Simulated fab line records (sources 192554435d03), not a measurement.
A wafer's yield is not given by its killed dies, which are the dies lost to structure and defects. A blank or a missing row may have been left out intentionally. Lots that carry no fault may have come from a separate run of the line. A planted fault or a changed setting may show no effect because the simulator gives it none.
Split-lot trial | flow n5-finfet | 7 lots, 39 wafers read, on a route of 1938 steps

ABOUT THE SPLIT
At N5_MOL_CONTACT_COAG_ETCH_106 (etches SOC in N2/H2, target depth 80 nm, overetch 16 nm, time 120 s), the setting source-w was moved away from the recipe's 840 W on 15 of the 39 wafers read, by -17.9% to +12.0%. The other wafers ran this setting at the recipe's value.

The reading comes from the split's own step.

THE READING
rf-vpp-V, in V, at N5_MOL_CONTACT_COAG_ETCH_106 (etches SOC in N2/H2, target depth 80 nm, overetch 16 nm, time 120 s). Typical for fault-free wafers on this fab line: 524.2 V, with standard deviation 2 V.

wafer  | tool, chamber at the split | source-w as run, W | against the recipe | rf-vpp-V, V | against lot-mates on the recipe
L074.1 | rie-diel-06, 2             | 913.3              | +8.7%              | 510.3       | -16.5
L074.2 | rie-diel-06, 3             | 840                | recipe             | 525.4       | -
L074.3 | rie-diel-06, 1             | 840                | recipe             | 527.0       | -
L074.4 | rie-diel-06, 0             | 840                | recipe             | 528.0       | -
L074.5 | rie-diel-06, 0             | 913.3              | +8.7%              | 512.2       | -14.6
L074.6 | rie-diel-06, 3             | 913.3              | +8.7%              | 510.3       | -16.5
L077.1 | rie-diel-01, 3             | 935.2              | +11.3%             | 504.5       | -18.2
L077.2 | rie-diel-01, 2             | 840                | recipe             | 525.7       | -
L077.3 | rie-diel-01, 0             | 935.2              | +11.3%             | 508.3       | -14.4
L077.4 | rie-diel-01, 1             | 840                | recipe             | 521.8       | -
L077.5 | rie-diel-01, 2             | 935.2              | +11.3%             | 508.0       | -14.7
L077.6 | rie-diel-01, 1             | 840                | recipe             | 520.6       | -
L086.1 | rie-diel-01, 3             | 840                | recipe             | 523.8       | -
L086.2 | rie-diel-01, 0             | 689.5              | -17.9%             | 562.6       | +39.7
L086.3 | rie-diel-01, 2             | 840                | recipe             | 524.8       | -
L086.4 | rie-diel-01, 1             | 840                | recipe             | 520.1       | -
L086.5 | rie-diel-01, 1             | 689.5              | -17.9%             | 556.8       | +33.9
L086.6 | rie-diel-01, 0             | 689.5              | -17.9%             | 561.3       | +38.4
L089.1 | rie-diel-03, 0             | 840                | recipe             | 524.0       | -
L089.4 | rie-diel-03, 1             | 840                | recipe             | 526.1       | -
L089.5 | rie-diel-03, 0             | 840                | recipe             | 523.1       | -
L090.1 | rie-diel-03, 2             | 840                | recipe             | 524.1       | -
L090.2 | rie-diel-03, 1             | 840                | recipe             | 525.6       | -
L090.3 | rie-diel-03, 0             | 940.4              | +12.0%             | 504.4       | -19.6
L090.4 | rie-diel-03, 3             | 940.4              | +12.0%             | 503.0       | -21.0
L090.5 | rie-diel-03, 3             | 940.4              | +12.0%             | 503.7       | -20.3
L090.6 | rie-diel-03, 2             | 840                | recipe             | 522.4       | -
L091.1 | rie-diel-01, 2             | 745.9              | -11.2%             | 545.5       | +22.3
L091.2 | rie-diel-01, 0             | 745.9              | -11.2%             | 547.9       | +24.7
L091.3 | rie-diel-01, 3             | 840                | recipe             | 522.5       | -
L091.4 | rie-diel-01, 1             | 840                | recipe             | 520.4       | -
L091.5 | rie-diel-01, 2             | 840                | recipe             | 526.6       | -
L091.6 | rie-diel-01, 1             | 745.9              | -11.2%             | 541.0       | +17.8
L093.1 | rie-diel-03, 0             | 840                | recipe             | 522.3       | -
L093.2 | rie-diel-03, 1             | 840                | recipe             | 524.3       | -
L093.3 | rie-diel-03, 2             | 840                | recipe             | 524.2       | -
L093.4 | rie-diel-03, 3             | 840                | recipe             | 521.4       | -
L093.5 | rie-diel-03, 1             | 840                | recipe             | 524.6       | -
L093.6 | rie-diel-03, 0             | 840                | recipe             | 522.0       | -

THE FIT
A straight line over all 39 wafers: rf-vpp-V changes by -1.81 V for each +1% of source-w; r = -0.98; the points scatter about the line by 2.6 V.
The same after taking each lot's own level away (the mean of its wafers on the recipe; 39 wafers): -1.86 V for each +1%; r = -0.99; scatter 2.5 V.
On that fit, the largest move of source-w shifts the reading by 33 V.
The lots' own levels span 522.70 to 526.80 V, that is 2.1 times the standard deviation above.
So the lot-to-lot level changes the slope little: the two slopes agree.
Check: +33.1 V against its lot-mates is what the line predicts for one of the wafers moved furthest among these (-17.9%) when that wafer is left out of the fit. It came out at +39.7 V against them.
Tool readings at the split's step, against how far the setting was moved: rf-vpp-V r = -0.98.

FURTHER SPLITS ON THESE WAFERS
These wafers also went through other splits before the reading. Each is held against what the fit with the lots' levels taken away leaves over:
other split on the same wafers     | wafers away from the commonest value | r with rf-vpp-V (lot level and that fit taken away)
N5_FIN_SAQP_HM_DEP_03 target-thk-a | 15                                   | +0.20

FILE'S OWN FIT
rf-vpp-V changes by -1.85 V for each +1% of source-w, r = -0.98.
